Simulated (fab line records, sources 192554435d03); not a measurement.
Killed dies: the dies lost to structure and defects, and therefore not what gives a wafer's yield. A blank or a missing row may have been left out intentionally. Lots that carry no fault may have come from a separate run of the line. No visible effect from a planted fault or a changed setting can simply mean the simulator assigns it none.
fab line records	flow n5_finfet
[record] lots = 7	wafers = 21
route steps=1938 shown BEOL_M5@1123 BEOL_M7@1288
start_h: hours from the record's first day to the start of the lot's first wafer shown	wait_h: hours since the lot's step before	" as in the row above	L1.1+2: one row covering several wafers at once	- value missing, or start not given	* or withheld: withheld	< > ~ a bound
route shown NAME@n: names a module that has steps shown in the file, with the first one's number in the route	usual: average and standard deviation across the fault-free wafers	same: alike in all rows	chamber/n: place in a boat	sites: per-site readings	_std_site: how widely they spread, as a standard deviation	_edge_site: inner sites' mean taken away from outer sites' mean	radius_mm: how far each site lies from the wafer's centre	mask NAME#n: copy n	behind: tool/chamber where the wafer was last shaped	hold: why the lot was held/for how many hours/how that ended	device: the transistor (n, p or np) that didn't switch	end of line: the tests these same wafers got at the end of their route	where a step has no rows: the recipe by itself	killed: dies lost to structure and defects at the first sort, not the wafer's yield	map: a wafer's dies, marking killed ones x, the rest . and places with no die _
set.NAME: setting as actually run; set.NAME@STEP: the setting as run at that earlier step	model.NAME: the simulator's own value behind a step, which no gauge read
lots whose settings were changed on purpose; a table a step, a row a wafer
[[steps]]
[step N5_BEOL_M5_EXPOSE_08]
[recipe] mask_id = M5	na = 0.33	source_shape = annular	sigma_inner = 0.4	sigma_outer = 0.8	polarization = unpolarized	target_cd_nm = 28	dose_mj = 35.75
lot.wafer	tool	chamber	start_h	wait_h	mask	set.dose_mj
L074.1+5+6	euv_scanner-01	0	170.81	-	M5#0	35.75
L083.3+4+5	euv_scanner-02	0	226.13	-	M5#0	35.75
L090.2+6	euv_scanner-01	0	272.10	-	M5#0	35.75
L090.3	"	0	"	"	M5#0	34.23
L094.1	euv_scanner-02	0	307.18	-	M5#0	35.75
L094.3+4	"	0	"	"	M5#0	36.64
L096.1+2	euv_scanner-01	0	310.63	-	M5#0	35.75
L096.6	"	0	"	"	M5#0	34.17
L095.1	euv_scanner-02	0	311.20	-	M5#0	35.75
L095.3+5	"	0	"	"	M5#0	38.33
L097.1+5	euv_scanner-01	0	314.50	-	M5#0	34.35
L097.3	"	0	"	"	M5#0	35.75
[step N5_BEOL_M5_PEB_09]
[recipe] peb_temp_c = 100	peb_time_s = 60	resist = CAR-EUV
[step N5_BEOL_M5_DEVELOP_10]
[recipe] develop_time_s = 30	developer = TMAH	resist = CAR-EUV	rinse_liquid = surfactant_rinse	dry = air_spin	dev_temp_c = 23
[step N5_BEOL_M5_CD_MEAS_11]
[recipe] target_cd_nm = 27.74	landing_energy_ev = 500	detector = se_inlens
[usual] cd_nm = 27.78/0.26
lot.wafer	tool	chamber	start_h	wait_h	set.dose_mj@BEOL_M5_EXPOSE_08	cd_nm
L074.1	cd_sem-02	0	170.94	-	35.75	28.34
L074.5	"	0	"	"	35.75	28.23
L074.6	"	0	"	"	35.75	27.40
L083.3	cd_sem-01	0	226.25	-	35.75	27.29
L083.4	"	0	"	"	35.75	28.18
L083.5	"	0	"	"	35.75	27.38
L090.2	cd_sem-01	0	272.23	-	35.75	28.01
L090.3	"	0	"	"	34.23	26.64
L090.6	"	0	"	"	35.75	27.43
L094.1	cd_sem-02	0	307.31	-	35.75	27.78
L094.3	"	0	"	"	36.64	28.84
L094.4	"	0	"	"	36.64	28.03
L096.1	cd_sem-02	0	310.76	-	35.75	27.74
L096.2	"	0	"	"	35.75	27.70
L096.6	"	0	"	"	34.17	26.68
L095.1	cd_sem-03	0	311.33	-	35.75	27.70
L095.3	"	0	"	"	38.33	29.59
L095.5	"	0	"	"	38.33	29.40
L097.1	cd_sem-02	0	314.62	-	34.35	27.00
L097.3	"	0	"	"	35.75	27.85
L097.5	"	0	"	"	34.35	27.02
[step N5_BEOL_M5_DESCUM_16]
[recipe] chemistry = O2	time_s = 7	source_power_w = 50	bias_power_w = 20	pressure_mtorr = 20	rf_frequency_hz = 2.712e+07	temp_c = 40	resist = CAR-EUV	o2_flow_sccm = 225
lot.wafer	tool	chamber	start_h	wait_h	set.dose_mj@BEOL_M5_EXPOSE_08	model.BEOL_M5.cd_nm
L074.1+5+6	rie_diel-04	3,3,2	171.29	0.3	35.75	27.8
L083.3+4+5	rie_diel-04	1,3,1	226.37	0.0	35.75	27.6
L090.2	rie_diel-04	0	272.60	0.3	35.75	27.8
L090.3	"	2	"	"	34.23	26.4
L090.6	"	3	"	"	35.75	27.6
L094.1	rie_diel-03	1	307.45	0.0	35.75	27.8
L094.3	"	2	"	"	36.64	28.4
L094.4	"	0	"	"	36.64	28.2
L096.1	rie_diel-04	0	310.92	0.1	35.75	28
L096.2	"	1	"	"	35.75	27.6
L096.6	"	0	"	"	34.17	26.8
L095.1	rie_diel-04	1	311.45	0.0	35.75	27.8
L095.3+5	"	0,1	"	"	38.33	29.4
L097.1+5	rie_diel-05	0,3	315.09	0.4	34.35	27
L097.3	"	2	"	"	35.75	27.8
[step N5_BEOL_M5_ETCH_72]
[recipe] chemistry = N2/H2	target = underlayer	target_depth_a = 65	mask_material = CAR-EUV	time_s = 5.2	ion_energy_ev = 200	pressure_mtorr = 30	source_w = 840	bias_w = 150	n2_flow_sccm = 200	h2_flow_sccm = 200	ends = cleared
[step N5_BEOL_M5_ETCH_61]
[recipe] chemistry = CF4	target = SiARC	target_depth_a = 156	mask_material = CAR-EUV	time_s = 26	ion_energy_ev = 80	pressure_mtorr = 40	source_w = 545	bias_w = 36	Ar_flow_sccm = 100	cf4_flow_sccm = 100	ends = cleared
lot.wafer	tool	chamber	start_h	wait_h	set.dose_mj@BEOL_M5_EXPOSE_08	model.BEOL_M5.cd_nm
L074.1	rie_diel-04	3	171.34	0.0	35.75	27.8
L074.5	"	3	"	"	35.75	28.2
L074.6	"	2	"	"	35.75	27.6
L083.3+5	rie_diel-04	1	226.42	0.0	35.75	27.6
L083.4	"	3	"	"	35.75	27.8
L090.2+6	rie_diel-04	0,3	272.66	0.0	35.75	27.8
L090.3	"	2	"	"	34.23	26.2
L094.1	rie_diel-03	1	307.50	0.0	35.75	28
L094.3+4	"	2,0	"	"	36.64	28.2
L096.1	rie_diel-04	0	310.97	0.0	35.75	28
L096.2	"	1	"	"	35.75	27.8
L096.6	"	0	"	"	34.17	26.8
L095.1	rie_diel-04	1	311.50	0.0	35.75	27.8
L095.3+5	"	0,1	"	"	38.33	29.4
L097.1+5	rie_diel-05	0,3	315.14	0.0	34.35	26.8
L097.3	"	2	"	"	35.75	27.8
[step N5_BEOL_M5_ETCH_62]
[recipe] chemistry = N2/H2	target = SOC	target_depth_a = 750	overetch_a = 150	mask_material = SiARC	temp_c = 40	time_s = 112.5	ion_energy_ev = 200	pressure_mtorr = 30	source_w = 840	bias_w = 150	n2_flow_sccm = 200	h2_flow_sccm = 200
[step N5_BEOL_M5_STRIP_63]
[recipe] chemistry = N2/H2	temp_c = 40	n2_flow_sccm = 200	h2_flow_sccm = 200	rf_frequency_hz = 6e+07
[step N5_BEOL_M5_HM_OPEN_17]
[recipe] chemistry = Cl2/BCl3	target_depth_a = 200	overetch_a = 60	target = TiN	mask_material = SOC	ion_energy_ev = 150	pressure_mtorr = 10	icp_w = 1000	bias_w = 126	Cl2_flow_sccm = 53.25	bcl3_flow_sccm = 21.75	Ar_flow_sccm = 25
[step N5_BEOL_M5_STRIP_19]
[recipe] chemistry = O2	power_w = 400	temp_c = 40	pressure_mtorr = 30	rf_frequency_hz = 6e+07	bias_power_w = 0	overash_fraction = 0.2	o2_flow_sccm = 225
[step N5_BEOL_M5_CD_MEAS_18]
[recipe] pitch_nm = 56	target_cd_nm = 28
[usual] cd_nm = 27.8/0.32
lot.wafer	tool	chamber	start_h	wait_h	set.dose_mj@BEOL_M5_EXPOSE_08	cd_nm
L074.1	cd_sem-02	-	172.10	0.0	35.75	27.7
L074.5	"	-	"	"	35.75	27.7
L074.6	"	-	"	"	35.75	28.0
L083.3	cd_sem-03	-	226.93	0.1	35.75	27.1
L083.4	"	-	"	"	35.75	28.0
L083.5	"	-	"	"	35.75	27.1
L090.2	cd_sem-02	-	273.04	0.1	35.75	28.2
L090.3	"	-	"	"	34.23	26.7
L090.6	"	-	"	"	35.75	28.1
L094.1	cd_sem-03	-	307.89	0.0	35.75	27.8
L094.3	"	-	"	"	36.64	28.2
L094.4	"	-	"	"	36.64	28.3
L096.1	cd_sem-02	-	311.38	0.0	35.75	28.0
L096.2	"	-	"	"	35.75	28.0
L096.6	"	-	"	"	34.17	27.2
L095.1	cd_sem-01	-	311.88	0.0	35.75	28.3
L095.3	"	-	"	"	38.33	29.5
L095.5	"	-	"	"	38.33	29.4
L097.1	cd_sem-03	-	315.53	0.0	34.35	26.7
L097.3	"	-	"	"	35.75	27.4
L097.5	"	-	"	"	34.35	26.7
[step N5_BEOL_M5_COAT_65]
[recipe] resist = SOC	temp_c = 250	time_s = 60	spin_rpm = 1500	resist_thk_nm = 60
[step N5_BEOL_M5_COAT_66]
[recipe] resist = SiARC	temp_c = 220	time_s = 60	spin_rpm = 1500	resist_thk_nm = 12
[step N5_BEOL_M5_DESCUM_33]
[recipe] chemistry = O2	time_s = 7	source_power_w = 50	bias_power_w = 20	pressure_mtorr = 20	rf_frequency_hz = 2.712e+07	temp_c = 40	resist = CAR-EUV	o2_flow_sccm = 225
[step N5_BEOL_M5_ETCH_75]
[recipe] chemistry = N2/H2	target = underlayer	target_depth_a = 65	mask_material = CAR-EUV	time_s = 5.2	ion_energy_ev = 200	pressure_mtorr = 30	source_w = 840	bias_w = 150	n2_flow_sccm = 200	h2_flow_sccm = 200	ends = cleared
lot.wafer	tool	chamber	start_h	wait_h	set.dose_mj@BEOL_M5_EXPOSE_08	model.BEOL_M5.cd_nm
L074.1+6	rie_diel-03	3	172.58	0.0	35.75	28.2
L074.5	"	2	"	"	35.75	28.6
L083.3+5	rie_diel-03	2,0	230.02	0.0	35.75	27.4
L083.4	"	1	"	"	35.75	27.8
L090.2	rie_diel-04	2	277.58	0.0	35.75	28
L090.3	"	0	"	"	34.23	26.4
L090.6	"	2	"	"	35.75	27.8
L094.1	rie_diel-03	0	310.04	0.0	35.75	27.6
L094.3	"	3	"	"	36.64	28
L094.4	"	2	"	"	36.64	28.2
L095.1	rie_diel-05	2	313.33	0.0	35.75	28.2
L095.3	"	0	"	"	38.33	29.2
L095.5	"	2	"	"	38.33	29.6
L096.1	rie_diel-05	0	313.72	0.0	35.75	27.8
L096.2	"	3	"	"	35.75	28
L096.6	"	1	"	"	34.17	27
L097.1	rie_diel-03	2	316.04	0.0	34.35	26.4
L097.3	"	0	"	"	35.75	27.4
L097.5	"	3	"	"	34.35	27
[step N5_BEOL_M5_ETCH_67]
[recipe] chemistry = CF4	target = SiARC	target_depth_a = 156	mask_material = CAR-EUV	time_s = 26	ion_energy_ev = 80	pressure_mtorr = 40	source_w = 545	bias_w = 36	Ar_flow_sccm = 100	cf4_flow_sccm = 100	ends = cleared
lot.wafer	tool	chamber	start_h	wait_h	set.dose_mj@BEOL_M5_EXPOSE_08	model.BEOL_M5.cd_nm
L074.1	rie_diel-03	3	172.60	0.0	35.75	28.4
L074.5	"	2	"	"	35.75	28.8
L074.6	"	3	"	"	35.75	28.2
L083.3	rie_diel-03	2	230.04	0.0	35.75	27.6
L083.4	"	1	"	"	35.75	27.8
L083.5	"	0	"	"	35.75	27.4
L090.2	rie_diel-04	2	277.60	0.0	35.75	28
L090.3	"	0	"	"	34.23	26.4
L090.6	"	2	"	"	35.75	27.8
L094.1	rie_diel-03	0	310.06	0.0	35.75	27.6
L094.3	"	3	"	"	36.64	28.2
L094.4	"	2	"	"	36.64	28.4
L095.1	rie_diel-05	2	313.35	0.0	35.75	28
L095.3	"	0	"	"	38.33	29.4
L095.5	"	2	"	"	38.33	29.6
L096.1	rie_diel-05	0	313.74	0.0	35.75	27.8
L096.2	"	3	"	"	35.75	28
L096.6	"	1	"	"	34.17	27.2
L097.1	rie_diel-03	2	316.06	0.0	34.35	26.6
L097.3	"	0	"	"	35.75	27.4
L097.5	"	3	"	"	34.35	27.2
[step N5_BEOL_M5_TRENCH_ETCH_37]
[recipe] chemistry = C4F6/O2	target_depth_a = 716.52	target = SiCOH_lowk	time_s = 24.7	ion_energy_ev = 250	pressure_mtorr = 30	source_w = 345	bias_w = 185	Ar_flow_sccm = 300	C4F6_flow_sccm = 10	O2_flow_sccm = 10
[usual] rf_vpp_V = 667/14
lot.wafer	tool	chamber	start_h	wait_h	set.bias_w	rf_vpp_V
L074.1	rie_diel-03	3	-	-	163.4	622
L074.5	"	2	"	"	185	680
L074.6	"	3	"	"	185	687
L083.3	rie_diel-03	2	-	-	185	680
L083.4	"	1	"	"	185	661
L083.5	"	0	"	"	185	653
L090.2	rie_diel-04	2	-	-	169.2	611
L090.3	"	0	"	"	169.2	605
L090.6	"	2	"	"	185	655
L094.1	rie_diel-03	0	-	-	185	654
L094.3	"	3	"	"	185	686
L094.4	"	2	"	"	185	692
L095.1	rie_diel-05	2	-	-	185	670
L095.3	"	0	"	"	185	665
L095.5	"	2	"	"	158.8	592
L096.1	rie_diel-05	0	-	-	195	692
L096.2	"	3	"	"	185	641
L096.6	"	1	"	"	195	711
L097.1	rie_diel-03	2	-	-	185	692
L097.3	"	0	"	"	185	654
L097.5	"	3	"	"	185	686
[step N5_BEOL_M5_ETCH_41]
[recipe] chemistry = CH3F/O2	target = SiCN	target_depth_a = 315	taper_deg = 2	time_s = 56.7	ion_energy_ev = 120	mask_material = TiN	pressure_mtorr = 30	source_w = 395	bias_w = 75	Ar_flow_sccm = 150	CH3F_flow_sccm = 30	O2_flow_sccm = 20
[step N5_BEOL_M5_STRIP_91]
[recipe] chemistry = N2/H2	time_s = 10	power_w = 450	temp_c = 40	pressure_mtorr = 20	rf_frequency_hz = 6e+07	bias_power_w = 7	n2_flow_sccm = 200	h2_flow_sccm = 200
[step N5_BEOL_M5_PRECLEAN_42]
[recipe] chemistry = residue_remover	time_s = 60	temp_c = 40
[step N5_BEOL_M5_SRD_43]
[recipe] time_s = 30	temp_c = 23	rinse_liquid = diw	dry = ipa_marangoni
[step N5_BEOL_M5_CD_MEAS_35]
[recipe] target_cd_nm = 28	target_cd_y_nm = 24	polarity = opening
[usual] cd_nm = 27.8/0.34
lot.wafer	tool	chamber	start_h	wait_h	set.dose_mj@BEOL_M5_EXPOSE_08	cd_nm
L074.1	cd_sem-02	-	173.12	0.0	35.75	27.6
L074.5	"	-	"	"	35.75	28.2
L074.6	"	-	"	"	35.75	27.8
L083.3	cd_sem-03	-	230.57	0.0	35.75	27.1
L083.4	"	-	"	"	35.75	28.0
L083.5	"	-	"	"	35.75	27.5
L090.2	cd_sem-01	-	278.12	0.0	35.75	27.6
L090.3	"	-	"	"	34.23	26.2
L090.6	"	-	"	"	35.75	27.5
L094.1	cd_sem-01	-	310.58	0.0	35.75	27.8
L094.3	"	-	"	"	36.64	28.2
L094.4	"	-	"	"	36.64	27.9
L095.1	cd_sem-03	-	313.87	0.0	35.75	28.2
L095.3	"	-	"	"	38.33	29.2
L095.5	"	-	"	"	38.33	29.5
L096.1	cd_sem-01	-	314.27	0.0	35.75	28.2
L096.2	"	-	"	"	35.75	28.1
L096.6	"	-	"	"	34.17	27.1
L097.1	cd_sem-03	-	316.58	0.0	34.35	26.5
L097.3	"	-	"	"	35.75	27.5
L097.5	"	-	"	"	34.35	26.7
[step N5_BEOL_M7_COAT_64]
[recipe] resist = SiARC	temp_c = 220	time_s = 60	spin_rpm = 1500	resist_thk_nm = 12
lot.wafer	tool	chamber	start_h	wait_h	set.spin_rpm	model.SiARC_of_BEOL_M7_COAT_64.thk_nm
L074.1+6	litho_track-01	0	-	-	1582	11.6
L074.5	"	0	"	"	1500	12
L083.3+4+5	litho_track-01	0	-	-	1500	12
L090.2+3+6	litho_track-04	0	-	-	1500	12
L095.1+3+5	litho_track-05	0	-	-	1500	12
L094.1	litho_track-01	0	-	-	1500	12
L094.3	"	0	"	"	1649	11.6
L094.4	"	0	"	"	1649	11.4
L097.1	litho_track-01	0	-	-	1500	12
L097.3+5	"	0	"	"	1393	12.4
L096.1+2+6	litho_track-05	0	-	-	1500	12
[[key]]
[split] step = N5_BEOL_M5_EXPOSE_08	setting = dose_mj	stated = 35.75	by = wafer
[response] step = N5_BEOL_M5_CD_MEAS_11	reading = cd_nm	change = +0.243	per = 1%	r = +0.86
[response] step = N5_BEOL_M5_DESCUM_16	reading = model.BEOL_M5.cd_nm	change = +0.233	per = 1%	r = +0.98
[response] step = N5_BEOL_M5_ETCH_61	reading = model.BEOL_M5.cd_nm	change = +0.248	per = 1%	r = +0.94
[response] step = N5_BEOL_M5_CD_MEAS_18	reading = cd_nm	change = +0.203	per = 1%	r = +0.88
[response] step = N5_BEOL_M5_ETCH_75	reading = model.BEOL_M5.cd_nm	change = +0.207	per = 1%	r = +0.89
[response] step = N5_BEOL_M5_ETCH_67	reading = model.BEOL_M5.cd_nm	change = +0.216	per = 1%	r = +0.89
[response] step = N5_BEOL_M5_CD_MEAS_35	reading = cd_nm	change = +0.206	per = 1%	r = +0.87
[split] step = N5_BEOL_M5_TRENCH_ETCH_37	setting = bias_w	stated = 185	by = wafer
[response] step = N5_BEOL_M5_TRENCH_ETCH_37	reading = rf_vpp_V	change = +5.74	per = 1%	r = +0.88
[split] step = N5_BEOL_M7_COAT_64	setting = spin_rpm	stated = 1500	by = wafer
[response] step = N5_BEOL_M7_COAT_64	reading = model.SiARC_of_BEOL_M7_COAT_64.thk_nm	change = -0.0558	per = 1%	r = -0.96
